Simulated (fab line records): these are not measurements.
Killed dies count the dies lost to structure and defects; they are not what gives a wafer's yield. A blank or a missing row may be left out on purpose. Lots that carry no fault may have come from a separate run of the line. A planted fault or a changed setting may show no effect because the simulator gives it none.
fab line records	flow nand_harc
[record] lots = 24	wafers = 72	last_day = 34
route steps=1302 shown A_ONON_D1@425 A_CHANNEL_HOLE_D1@463 A_CHANNEL_HOLE_D2@583
lots that met no fault: from a run of the same line without faults
start_h: start of the lot's first displayed wafer, in hours after the record's first day	wait_h: hours elapsed since this lot's preceding step	" unchanged from the row above	L1.1+2: a single row standing in for several wafers	- no value present, or no start provided	* or withheld: withheld	< > ~ a bound
route shown NAME@n: a module of which the file shows steps, and the number in the route of the first	usual: mean/standard deviation of fault-free wafers	same: alike in all rows	chamber/n: place in a boat	sites: each site's reading	_std_site: standard deviation across them	_edge_site: mean of outer sites minus mean of inner sites	radius_mm: how far each site lies from the wafer's centre	mask NAME#n: copy n	behind: tool/chamber where the wafer was last shaped	hold: why the lot was held/for how many hours/how that ended	device: names the non-switching transistor (n, p or np)	end of line: the same wafers' tests at the end of the route	a step without rows: its recipe alone	killed: count of dies lost to structure and defects at first sort (not the wafer's yield)	map: a wafer's dies, marking killed ones x, the rest . and places with no die _
set.NAME: the setting the step ran with; set.NAME@STEP: the setting that earlier step ran with	model.NAME: the simulator's own value behind a step, which no gauge read
one table for each step of the route and one row for each wafer, over a sample of lots
services: when a tool's chamber went out of use (start_h, in hours from the record's first day, below 0 if earlier), for how many hours, and the reason
[[steps]]
[step NHARC_A_ONON_D1_THK_MEAS_02]
[recipe] thk_meas_gauge = ellipsometry
[usual] thk_nm = 995/8.8
lot.wafer	tool	chamber	start_h	wait_h	thk_nm
L074.1	film_metro-01	-	158.11	-	979
L074.2	"	-	"	"	976
L074.6	"	-	"	"	977
L076.1	film_metro-02	-	177.01	-	1008
L076.2	"	-	"	"	1006
L076.6	"	-	"	"	1006
L075.3	film_metro-01	-	177.02	-	1000
L075.4	"	-	"	"	1000
L075.6	"	-	"	"	1000
L077.2	film_metro-01	-	193.24	-	981
L077.3	"	-	"	"	980
L077.4	"	-	"	"	982
L078.1	film_metro-02	-	198.32	-	1003
L078.3	"	-	"	"	1004
L078.6	"	-	"	"	1004
L079.4	film_metro-01	-	215.79	-	988
L079.5	"	-	"	"	988
L079.6	"	-	"	"	988
L080.1	film_metro-02	-	225.39	-	996
L080.2	"	-	"	"	994
L080.5	"	-	"	"	995
L081.1	film_metro-02	-	238.23	-	1010
L081.4	"	-	"	"	1012
L081.5	"	-	"	"	1010
L082.3	film_metro-01	-	243.07	-	993
L082.5	"	-	"	"	995
L082.6	"	-	"	"	992
L083.1	film_metro-01	-	263.26	-	996
L083.3	"	-	"	"	997
L083.6	"	-	"	"	997
L085.1	film_metro-02	-	272.03	-	988
L085.2	"	-	"	"	993
L085.4	"	-	"	"	991
L084.2	film_metro-01	-	272.03	-	1002
L084.3	"	-	"	"	1003
L084.4	"	-	"	"	1002
L086.1	film_metro-01	-	286.35	-	1007
L086.2	"	-	"	"	1006
L086.6	"	-	"	"	1008
L087.1	film_metro-01	-	286.38	-	984
L087.5	"	-	"	"	983
L087.6	"	-	"	"	981
L089.3	film_metro-02	-	306.84	-	985
L089.4	"	-	"	"	982
L089.5	"	-	"	"	983
L088.2	film_metro-01	-	306.85	-	985
L088.3	"	-	"	"	985
L088.6	"	-	"	"	985
L090.2	film_metro-02	-	318.82	-	986
L090.3	"	-	"	"	988
L090.5	"	-	"	"	987
L091.1	film_metro-01	-	335.21	-	996
L091.4	"	-	"	"	997
L091.6	"	-	"	"	997
L092.1	film_metro-01	-	339.30	-	1004
L092.3	"	-	"	"	1006
L092.4	"	-	"	"	1004
L093.1	film_metro-02	-	349.68	-	995
L093.3	"	-	"	"	995
L093.4	"	-	"	"	995
L094.2	film_metro-01	-	359.26	-	1001
L094.5	"	-	"	"	1003
L094.6	"	-	"	"	1001
L095.1	film_metro-01	-	374.64	-	997
L095.2	"	-	"	"	997
L095.3	"	-	"	"	997
L096.3	film_metro-01	-	379.07	-	995
L096.4	"	-	"	"	993
L096.6	"	-	"	"	993
L097.2	film_metro-01	-	391.35	-	996
L097.3	"	-	"	"	997
L097.4	"	-	"	"	999
[step NHARC_A_ONON_D1_THK_MEAS_21]
[recipe] thk_meas_gauge = ellipsometry
[usual] thk_nm = 1000/7
lot.wafer	tool	chamber	start_h	wait_h	thk_nm
L074.1	film_metro-01	-	168.75	-	1008
L074.2	"	-	"	"	1008
L074.6	"	-	"	"	1008
L076.1	film_metro-01	-	188.82	-	1005
L076.2	"	-	"	"	1006
L076.6	"	-	"	"	1006
L075.3	film_metro-02	-	188.87	-	1003
L075.4	"	-	"	"	1003
L075.6	"	-	"	"	1005
L077.2	film_metro-01	-	204.11	-	1006
L077.3	"	-	"	"	1007
L077.4	"	-	"	"	1005
L078.1	film_metro-02	-	208.88	-	1010
L078.3	"	-	"	"	1011
L078.6	"	-	"	"	1011
L079.4	film_metro-01	-	230.46	-	1004
L079.5	"	-	"	"	1005
L079.6	"	-	"	"	1003
L080.1	film_metro-02	-	239.65	-	997
L080.2	"	-	"	"	995
L080.5	"	-	"	"	999
L081.1	film_metro-02	-	248.60	-	986
L081.4	"	-	"	"	987
L081.5	"	-	"	"	987
L082.3	film_metro-02	-	253.87	-	993
L082.5	"	-	"	"	994
L082.6	"	-	"	"	992
L083.1	film_metro-01	-	276.57	-	997
L083.3	"	-	"	"	995
L083.6	"	-	"	"	996
L085.1	film_metro-02	-	284.05	-	1007
L085.2	"	-	"	"	1006
L085.4	"	-	"	"	1007
L084.2	film_metro-01	-	284.06	-	1012
L084.3	"	-	"	"	1011
L084.4	"	-	"	"	1012
L086.1	film_metro-01	-	297.30	-	998
L086.2	"	-	"	"	999
L086.6	"	-	"	"	997
L087.1	film_metro-02	-	297.30	-	1001
L087.5	"	-	"	"	1003
L087.6	"	-	"	"	1003
L089.3	film_metro-01	-	318.47	-	995
L089.4	"	-	"	"	995
L089.5	"	-	"	"	992
L088.2	film_metro-02	-	318.48	-	1006
L088.3	"	-	"	"	1005
L088.6	"	-	"	"	1006
L090.2	film_metro-01	-	330.76	-	994
L090.3	"	-	"	"	996
L090.5	"	-	"	"	996
L091.1	film_metro-02	-	345.63	-	1007
L091.4	"	-	"	"	1008
L091.6	"	-	"	"	1006
L092.1	film_metro-01	-	349.94	-	991
L092.3	"	-	"	"	993
L092.4	"	-	"	"	992
L093.1	film_metro-02	-	362.22	-	997
L093.3	"	-	"	"	997
L093.4	"	-	"	"	996
L094.2	film_metro-01	-	369.70	-	993
L094.5	"	-	"	"	992
L094.6	"	-	"	"	992
L095.1	film_metro-01	-	385.60	-	993
L095.2	"	-	"	"	992
L095.3	"	-	"	"	993
L096.3	film_metro-01	-	389.73	-	997
L096.4	"	-	"	"	996
L096.6	"	-	"	"	997
L097.2	film_metro-01	-	401.93	-	991
L097.3	"	-	"	"	991
L097.4	"	-	"	"	991
[step NHARC_A_CHANNEL_HOLE_D1_OVL_MEAS_11]
[usual] overlay_x_nm = 0.2/1	overlay_y_nm = 0.0/0.85
lot.wafer	tool	chamber	start_h	wait_h	overlay_x_nm	overlay_y_nm
L074.1	overlay-01	-	174.30	-	1.2	0.3
L074.2	"	-	"	"	0.8	-0.1
L074.6	"	-	"	"	1.5	0.2
L076.1	overlay-02	-	193.71	-	0.8	0.2
L076.2	"	-	"	"	1.0	0.3
L076.6	"	-	"	"	0.9	0.3
L075.3	overlay-01	-	194.77	-	0.6	-0.4
L075.4	"	-	"	"	0.7	-0.4
L075.6	"	-	"	"	0.4	-0.1
L077.2	overlay-02	-	211.36	-	0.4	0.1
L077.3	"	-	"	"	0.4	0.4
L077.4	"	-	"	"	0.8	0.8
L078.1	overlay-01	-	213.82	-	0.9	0.7
L078.3	"	-	"	"	0.6	1.2
L078.6	"	-	"	"	0.3	1.1
L079.4	overlay-02	-	235.78	-	-0.1	-0.1
L079.5	"	-	"	"	-0.1	-0.2
L079.6	"	-	"	"	-0.4	-0.1
L080.1	overlay-01	-	245.48	-	0.6	-0.4
L080.2	"	-	"	"	1.0	-0.5
L080.5	"	-	"	"	0.3	-0.5
L081.1	overlay-01	-	254.53	-	0.3	-0.2
L081.4	"	-	"	"	-0.2	0.2
L081.5	"	-	"	"	0.3	-0.3
L082.3	overlay-02	-	266.29	-	1.1	2.2
L082.5	"	-	"	"	1.9	1.4
L082.6	"	-	"	"	1.5	1.3
L083.1	overlay-01	-	286.15	-	-0.8	0.6
L083.3	"	-	"	"	-0.4	0.7
L083.6	"	-	"	"	-0.5	0.8
L084.2	overlay-02	-	291.08	-	0.3	-1.6
L084.3	"	-	"	"	-0.1	-1.2
L084.4	"	-	"	"	0.5	-1.0
L085.1	overlay-01	-	291.79	-	-2.7	-0.2
L085.2	"	-	"	"	-2.6	0.4
L085.4	"	-	"	"	-2.9	0.4
L086.1	overlay-01	-	303.66	-	0.4	-0.4
L086.2	"	-	"	"	0.1	-0.5
L086.6	"	-	"	"	0.7	-0.4
L087.1	overlay-02	-	304.60	-	-0.5	-0.4
L087.5	"	-	"	"	-0.1	-0.1
L087.6	"	-	"	"	-0.1	0.2
L089.3	overlay-02	-	324.37	-	0.1	0.1
L089.4	"	-	"	"	-0.3	0.4
L089.5	"	-	"	"	-0.2	0.2
L088.2	overlay-02	-	326.15	-	1.2	-0.6
L088.3	"	-	"	"	1.0	-0.4
L088.6	"	-	"	"	1.0	-0.7
L090.2	overlay-01	-	335.72	-	-0.9	0.6
L090.3	"	-	"	"	-0.8	0.9
L090.5	"	-	"	"	-0.5	0.3
L091.1	overlay-01	-	352.31	-	1.4	-0.1
L091.4	"	-	"	"	1.4	0.1
L091.6	"	-	"	"	1.3	0.1
L092.1	overlay-02	-	354.96	-	-0.2	-2.2
L092.3	"	-	"	"	-0.5	-2.4
L092.4	"	-	"	"	-0.6	-2.4
L093.1	overlay-01	-	370.25	-	1.7	-0.7
L093.3	"	-	"	"	1.4	-1.0
L093.4	"	-	"	"	1.8	-0.8
L094.2	overlay-01	-	374.62	-	0.1	0.0
L094.5	"	-	"	"	0.8	0.2
L094.6	"	-	"	"	0.6	-0.1
L095.1	overlay-02	-	394.30	-	-0.6	-0.5
L095.2	"	-	"	"	-0.6	-0.4
L095.3	"	-	"	"	-0.7	-0.7
L096.3	overlay-01	-	394.76	-	-0.9	0.4
L096.4	"	-	"	"	-0.7	1.3
L096.6	"	-	"	"	-1.0	0.5
L097.2	overlay-01	-	407.39	-	0.3	0.4
L097.3	"	-	"	"	-0.2	1.2
L097.4	"	-	"	"	0.1	0.8
[step NHARC_A_CHANNEL_HOLE_D1_ETCH_19]
[recipe] bias_v = 1200	source_w = 2500	pressure_mtorr = 15	time_s = 34.5	ar_flow_sccm = 375	c4f8_flow_sccm = 28.8	o2_flow_sccm = 96.2	temp_c = -20	target_depth_a = *	chemistry = C4F8/O2/Ar
[usual] drypump_motor_current_A = 6.0/0.37	showerhead_plenum_p_Torr = 3.62/0.15	throttle_valve_pct = 37.037/0.0089
lot.wafer	tool	chamber	start_h	wait_h	drypump_motor_current_A	rf_hours_counter_h	showerhead_plenum_p_Torr	throttle_valve_pct
L074.1	har_etch-02	1	177.77	1.9	5.8	291	3.58	37.045
L074.2	"	0	"	"	6.3	291	3.47	37.048
L074.6	"	0	"	"	6.3	-	3.47	37.038
L076.1	har_etch-01	0	195.09	0.1	6.2	91	3.58	37.026
L076.2	"	1	"	"	5.5	91	3.77	37.031
L076.6	"	1	"	"	5.4	-	3.77	37.045
L075.4	har_etch-02	0	196.16	0.1	6.3	-	3.47	37.027
L075.3	"	1	"	"	5.8	-	3.57	37.024
L075.6	"	1	"	"	5.8	-	3.57	37.049
L077.2	har_etch-01	1	212.63	0.1	5.4	103	3.77	37.048
L077.3	"	1	"	"	5.4	-	3.77	37.037
L077.4	"	0	"	"	6.3	-	3.57	37.036
L078.1	har_etch-02	1	216.12	1.1	5.8	314	3.56	37.043
L078.3	"	0	"	"	6.3	-	3.46	37.040
L078.6	"	0	"	"	6.4	-	3.46	37.046
L079.4	har_etch-01	0	237.11	0.1	6.3	-	3.57	37.032
L079.5	"	0	"	"	6.2	-	3.57	37.048
L079.6	"	1	"	"	5.5	-	3.76	37.033
L080.2	har_etch-01	1	246.76	0.1	5.5	122	3.76	37.028
L080.1	"	0	"	"	6.2	122	3.56	37.030
L080.5	"	0	"	"	6.2	-	3.56	37.022
L081.1	har_etch-02	0	257.91	2.2	6.3	337	3.45	37.040
L081.4	"	0	"	"	6.3	-	3.45	37.046
L081.5	"	1	"	"	5.8	-	3.55	37.027
L082.3	har_etch-01	0	267.60	0.1	6.2	-	3.56	37.038
L082.5	"	0	"	"	6.2	-	3.56	37.035
L082.6	"	1	"	"	5.5	-	3.75	37.050
L083.1	har_etch-01	1	290.07	2.7	5.4	145	3.74	37.049
L083.3	"	1	"	"	5.4	-	3.74	37.035
L083.6	"	0	"	"	6.2	-	3.55	37.034
L084.2	har_etch-02	0	292.38	0.1	6.3	356	3.44	37.016
L084.4	"	1	"	"	5.8	-	3.54	37.047
L084.3	"	0	"	"	6.3	-	3.44	37.040
L085.2	har_etch-01	0	294.20	1.2	6.2	148	3.55	37.032
L085.1	"	1	"	"	5.4	148	3.74	37.043
L085.4	"	1	"	"	5.5	-	3.74	37.034
L086.1	har_etch-02	0	307.13	2.3	6.3	364	3.44	37.050
L086.2	"	0	"	"	6.3	-	3.44	37.024
L086.6	"	0	"	"	6.4	-	3.44	37.043
L087.1	har_etch-01	0	308.10	2.3	6.2	156	3.54	37.041
L087.5	"	0	"	"	6.2	-	3.54	37.043
L087.6	"	1	"	"	5.4	-	3.74	37.025
L089.3	har_etch-02	0	326.11	0.5	6.3	-	3.43	37.052
L089.4	"	1	"	"	5.8	-	3.54	37.028
L089.5	"	0	"	"	6.3	-	3.43	37.032
L088.2	har_etch-02	0	330.28	2.9	6.3	383	3.42	37.041
L088.3	"	1	"	"	5.8	-	3.53	37.034
L088.6	"	0	"	"	6.3	-	3.43	37.026
L090.2	har_etch-01	0	337.00	0.1	6.2	175	3.53	37.049
L090.3	"	1	"	"	5.5	-	3.73	37.038
L090.5	"	1	"	"	5.5	-	3.73	37.033
L091.1	har_etch-01	0	356.32	2.8	6.2	187	3.53	37.056
L091.4	"	1	"	"	5.5	-	3.72	37.051
L091.6	"	1	"	"	5.5	-	3.72	37.041
L092.1	har_etch-01	1	360.47	4.3	5.5	191	3.72	37.038
L092.3	"	0	"	"	6.2	-	3.53	37.026
L092.4	"	1	"	"	5.4	-	3.72	37.026
L093.1	har_etch-02	0	371.97	0.1	6.3	390	3.99	37.035
L093.3	"	0	"	"	6.3	-	3.99	37.026
L093.4	"	0	"	"	6.3	-	3.99	37.023
L094.2	har_etch-01	1	377.69	1.9	5.4	202	3.71	37.048
L094.5	"	0	"	"	6.2	-	3.52	37.039
L094.6	"	1	"	"	5.4	-	3.71	37.041
L095.2	har_etch-02	0	397.30	1.8	6.3	0	3.98	37.032
L095.1	"	1	"	"	5.8	0	3.99	37.036
L095.3	"	1	"	"	5.8	-	3.99	37.035
L096.3	har_etch-01	1	398.43	2.5	5.4	-	3.70	37.032
L096.4	"	0	"	"	6.3	-	3.51	37.035
L096.6	"	1	"	"	5.5	-	3.70	37.028
L097.2	har_etch-01	1	408.66	0.1	5.4	229	3.70	37.023
L097.3	"	1	"	"	5.4	-	3.70	37.046
L097.4	"	0	"	"	6.2	-	3.51	37.033
[step NHARC_A_CHANNEL_HOLE_D1_ETCH_44]
[recipe] target_depth_a = 1400	overetch_a = 140	time_s = 77	ion_energy_ev = 100	cf4_flow_sccm = 80	o2_flow_sccm = 20	ar_flow_sccm = 0	rf_w = 300	bias_w = 100	chemistry = CF4/O2
[usual] drypump_motor_current_A = 5.4/0.42	oes_o_777_au = 1.000/0.0048	oes_product_au = 0.999/0.0089	rf_vpp_V = 197.4/1.5	showerhead_plenum_p_Torr = 1.32/0.061	throttle_valve_pct = 13.398/0.0084
lot.wafer	tool	chamber	start_h	wait_h	drypump_motor_current_A	oes_o_777_au	oes_product_au	rf_hours_counter_h	rf_vpp_V	showerhead_plenum_p_Torr	throttle_valve_pct
L074.1	rie_diel-08	0	182.55	0.1	5.1	0.999	0.996	16	199.2	1.38	13.395
L074.2	"	1	"	"	4.9	0.987	1.010	15	196.3	1.27	13.402
L074.6	"	3	"	"	6.0	1.001	1.008	-	197.8	1.37	13.412
L076.1	rie_diel-05	0	199.83	0.1	5.5	0.999	0.991	51	195.6	1.28	13.407
L076.2	"	1	"	"	5.8	1.004	0.994	56	194.5	1.27	13.387
L076.6	"	0	"	"	5.6	1.003	0.990	-	197.2	1.28	13.398
L075.4	rie_diel-08	0	200.83	0.1	5.1	1.001	0.999	0	198.4	1.38	13.386
L075.3	"	1	"	"	4.9	1.003	0.993	0	195.9	1.27	13.407
L075.6	"	0	"	"	5.1	0.997	1.001	-	198.7	1.38	13.405
L077.2	rie_diel-08	3	217.34	0.1	6.0	0.991	1.003	2	198.4	1.37	13.402
L077.3	"	0	"	"	5.1	1.000	1.006	2	198.3	1.38	13.399
L077.4	"	1	"	"	4.9	0.998	0.992	2	196.4	1.27	13.397
L078.1	rie_diel-08	0	220.81	0.0	5.1	0.997	1.003	2	198.6	1.38	13.413
L078.3	"	2	"	"	5.5	1.010	1.011	2	193.1	1.25	13.405
L078.6	"	1	"	"	4.9	0.994	0.979	-	196.6	1.27	13.381
L079.4	rie_diel-05	0	242.00	0.2	5.6	1.005	1.007	1	196.5	1.28	13.402
L079.6	"	3	"	"	6.0	1.003	1.019	-	197.6	1.36	13.394
L079.5	"	0	"	"	5.6	0.997	1.010	-	197.5	1.28	13.406
L080.2	rie_diel-08	1	251.48	0.1	4.9	0.993	0.996	5	196.1	1.27	13.393
L080.1	"	3	"	"	6.0	0.995	0.989	5	199.9	1.37	13.407
L080.5	"	0	"	"	5.1	1.003	0.998	-	198.0	1.38	13.403
L081.1	rie_diel-08	1	262.64	0.1	4.9	0.999	0.985	6	196.0	1.27	13.392
L081.4	"	2	"	"	5.5	1.006	1.003	5	195.3	1.24	13.412
L081.5	"	2	"	"	5.5	0.998	1.004	-	194.5	1.24	13.399
L082.3	rie_diel-08	1	272.38	0.1	4.9	1.003	0.992	7	195.3	1.27	13.400
L082.6	"	1	"	"	4.9	0.997	0.988	-	197.8	1.27	13.404
L082.5	"	2	"	"	5.5	1.006	1.008	-	196.2	1.24	13.404
L083.3	rie_diel-08	3	294.77	0.1	6.0	0.998	0.983	9	199.1	1.37	13.412
L083.1	"	1	"	"	4.9	1.000	0.994	9	196.8	1.27	13.410
L083.6	"	2	"	"	5.5	0.996	1.001	-	196.4	1.24	13.389
L084.2	rie_diel-08	0	297.07	0.1	5.1	1.001	1.021	9	197.3	1.38	13.396
L084.3	"	1	"	"	4.9	1.007	0.992	9	196.8	1.27	13.402
L084.4	"	2	"	"	5.5	1.002	1.000	8	195.9	1.24	13.400
L085.4	rie_diel-09	1	298.95	0.1	5.4	0.992	0.986	56	198.1	1.38	13.383
L085.1	"	2	"	"	5.9	0.999	0.982	55	200.0	1.37	13.397
L085.2	"	3	"	"	5.3	1.003	1.000	50	196.9	1.25	13.382
L087.1	rie_diel-08	1	312.80	0.1	4.9	0.999	0.999	10	195.6	1.27	13.402
L087.5	"	0	"	"	5.2	1.008	1.019	-	199.5	1.38	13.387
L087.6	"	1	"	"	4.9	1.006	1.006	-	196.2	1.27	13.392
L086.2	rie_diel-08	0	316.07	0.1	5.1	1.009	1.006	11	198.0	1.38	13.394
L086.1	"	2	"	"	5.5	1.003	0.999	9	196.3	1.24	13.406
L086.6	"	3	"	"	6.0	0.994	0.990	-	199.8	1.37	13.391
L089.3	rie_diel-08	1	330.82	0.0	4.9	0.995	0.980	11	196.5	1.27	13.398
L089.4	"	2	"	"	5.6	1.001	1.011	11	195.7	1.24	13.403
L089.5	"	2	"	"	5.5	1.004	1.002	-	195.7	1.24	13.400
L088.2	rie_diel-08	0	334.97	0.1	5.2	1.003	1.016	12	199.2	1.38	13.400
L088.3	"	1	"	"	4.9	0.997	0.996	11	195.4	1.27	13.412
L088.6	"	2	"	"	5.5	0.999	0.997	-	196.4	1.24	13.381
L090.3	rie_diel-08	3	341.76	0.1	6.0	0.995	0.988	13	200.2	1.37	13.396
L090.2	"	0	"	"	5.1	1.000	1.006	13	197.8	1.38	13.408
L090.5	"	0	"	"	5.1	1.004	1.010	-	198.4	1.38	13.392
L091.1	rie_diel-08	0	361.05	0.1	5.1	0.992	1.002	15	201.0	1.38	13.396
L091.6	"	2	"	"	5.5	0.996	0.996	-	195.5	1.24	13.397
L091.4	"	1	"	"	4.9	1.004	0.991	-	196.9	1.27	13.405
L092.3	rie_diel-08	0	365.20	0.1	5.1	0.995	1.009	15	199.3	1.38	13.403
L092.1	"	2	"	"	5.5	1.004	1.003	14	195.5	1.24	13.405
L092.4	"	1	"	"	4.9	1.007	0.998	-	195.3	1.27	13.392
L093.1	rie_diel-08	3	380.86	0.1	6.0	1.004	0.996	0	198.3	1.37	13.390
L093.4	"	0	"	"	5.1	0.999	1.002	0	198.0	1.38	13.397
L093.3	"	2	"	"	5.6	0.999	1.004	0	197.4	1.24	13.401
L094.2	rie_diel-08	3	382.44	0.1	6.0	1.002	1.014	0	198.7	1.37	13.393
L094.6	"	1	"	"	4.9	0.993	1.005	-	197.4	1.26	13.402
L094.5	"	2	"	"	5.5	1.003	1.004	-	194.6	1.24	13.390
L095.3	rie_diel-08	0	402.05	0.1	5.1	0.996	0.999	2	198.6	1.38	13.405
L095.2	"	1	"	"	4.9	1.003	0.998	2	196.1	1.26	13.383
L095.1	"	3	"	"	6.0	0.993	1.001	2	199.0	1.37	13.393
L096.3	rie_diel-08	3	403.16	0.1	6.0	1.001	0.997	2	198.8	1.37	13.381
L096.6	"	3	"	"	6.0	1.006	0.991	-	196.5	1.37	13.405
L096.4	"	0	"	"	5.1	0.995	1.004	-	198.3	1.38	13.386
L097.3	rie_diel-08	1	413.37	0.0	4.9	1.003	0.990	3	196.5	1.26	13.403
L097.4	"	2	"	"	5.6	1.005	0.990	2	196.1	1.24	13.396
L097.2	"	0	"	"	5.1	1.002	0.988	3	198.2	1.38	13.396
[step NHARC_A_CHANNEL_HOLE_D2_OVL_MEAS_11]
[usual] overlay_x_nm = 0.2/0.9	overlay_y_nm = 0.2/0.8
lot.wafer	tool	chamber	start_h	wait_h	overlay_x_nm	overlay_y_nm
L074.1	overlay-02	-	279.32	-	-0.9	-0.4
L074.2	"	-	"	"	-1.0	-0.9
L074.6	"	-	"	"	-1.3	-0.2
L076.1	overlay-02	-	301.72	-	-0.9	0.9
L076.2	"	-	"	"	-0.8	1.5
L076.6	"	-	"	"	-0.7	1.2
L075.3	overlay-02	-	302.69	-	0.4	1.6
L075.4	"	-	"	"	0.9	1.3
L075.6	"	-	"	"	0.8	1.6
L078.1	overlay-02	-	319.97	-	1.3	-0.1
L078.3	"	-	"	"	1.3	-0.2
L078.6	"	-	"	"	1.0	-0.6
L077.2	overlay-01	-	320.17	-	-0.9	-0.3
L077.3	"	-	"	"	-0.5	-1.0
L077.4	"	-	"	"	-0.1	-0.6
L079.4	overlay-01	-	344.32	-	1.0	0.0
L079.5	"	-	"	"	0.4	-0.3
L079.6	"	-	"	"	0.7	-0.3
L080.1	overlay-02	-	352.12	-	0.9	-0.3
L080.2	"	-	"	"	0.9	0.2
L080.5	"	-	"	"	0.7	-0.6
L081.1	overlay-01	-	372.02	-	1.4	0.8
L081.4	"	-	"	"	1.7	0.7
L081.5	"	-	"	"	1.6	1.0
L082.3	overlay-01	-	376.75	-	0.2	0.3
L082.5	"	-	"	"	0.2	-0.1
L082.6	"	-	"	"	0.5	0.5
L083.1	overlay-02	-	397.04	-	0.5	1.4
L083.3	"	-	"	"	0.2	1.8
L083.6	"	-	"	"	0.0	1.4
L084.2	overlay-02	-	397.20	-	-0.7	-0.5
L084.3	"	-	"	"	-0.5	-0.1
L084.4	"	-	"	"	-0.2	-0.7
L085.1	overlay-01	-	405.62	-	1.5	0.6
L085.2	"	-	"	"	1.1	0.8
L085.4	"	-	"	"	1.2	0.6
L086.1	overlay-02	-	414.62	-	-0.9	-0.6
L086.2	"	-	"	"	-0.6	-1.1
L086.6	"	-	"	"	-1.0	-0.4
L087.1	overlay-01	-	416.59	-	1.6	-1.3
L087.5	"	-	"	"	1.3	-1.1
L087.6	"	-	"	"	1.0	-1.3
L088.2	overlay-02	-	439.20	-	1.3	0.5
L088.3	"	-	"	"	1.6	0.5
L088.6	"	-	"	"	1.5	-0.3
L089.3	overlay-02	-	441.11	-	-0.2	-0.6
L089.4	"	-	"	"	-0.3	-1.2
L089.5	"	-	"	"	-0.6	-0.4
L090.2	overlay-01	-	441.55	-	-0.6	-0.4
L090.3	"	-	"	"	-0.1	-0.4
L090.5	"	-	"	"	-0.6	-0.7
L091.1	overlay-01	-	463.90	-	-0.6	-0.5
L091.4	"	-	"	"	-0.1	-0.5
L091.6	"	-	"	"	-0.9	-0.9
L092.1	overlay-01	-	465.32	-	-0.8	0.8
L092.3	"	-	"	"	-1.1	1.1
L092.4	"	-	"	"	-1.1	1.1
L094.2	overlay-01	-	481.94	-	0.4	-0.1
L094.5	"	-	"	"	1.1	-0.4
L094.6	"	-	"	"	0.2	-0.2
L093.1	overlay-01	-	482.16	-	-0.3	0.8
L093.3	"	-	"	"	-0.2	0.6
L093.4	"	-	"	"	-0.1	1.6
L095.1	overlay-02	-	504.09	-	0.1	0.7
L095.2	"	-	"	"	0.5	0.8
L095.3	"	-	"	"	0.6	0.4
L096.3	overlay-02	-	504.86	-	-0.9	0.6
L096.4	"	-	"	"	-0.6	0.7
L096.6	"	-	"	"	-1.3	0.9
L097.2	overlay-02	-	529.40	-	2.0	0.7
L097.3	"	-	"	"	1.8	0.5
L097.4	"	-	"	"	2.2	0.8
[[services]]
tool	chamber	start_h	hours	kind
rie_diel-08	0	170.11	-	clean
rie_diel-08	1	170.11	-	clean
rie_diel-08	2	170.11	-	clean
rie_diel-08	3	170.11	-	clean
rie_diel-08	2	170.87	9.6	repair
rie_diel-05	2	172.77	9.9	repair
rie_diel-09	1	187.75	7.5	repair
rie_diel-08	-	190.86	9.0	pm
rie_diel-08	0	190.86	9.0	vent_cycle
rie_diel-08	1	190.86	9.0	vent_cycle
rie_diel-08	2	190.86	9.0	vent_cycle
rie_diel-08	3	190.86	9.0	vent_cycle
rie_diel-05	-	191.97	0.2	repair
rie_diel-09	-	194.53	0.2	repair
rie_diel-05	1	223.32	14.4	repair
rie_diel-05	-	229.60	9.0	pm
rie_diel-09	2	247.08	1.7	repair
rie_diel-05	1	315.26	11.2	repair
rie_diel-09	-	320.62	9.0	pm
rie_diel-05	3	350.47	4.6	repair
rie_diel-08	-	367.86	9.0	pm
har_etch-02	-	380.30	17.0	pm
rie_diel-08	2	398.06	5.3	repair
rie_diel-05	-	406.60	9.0	pm
[[key]]
fault none
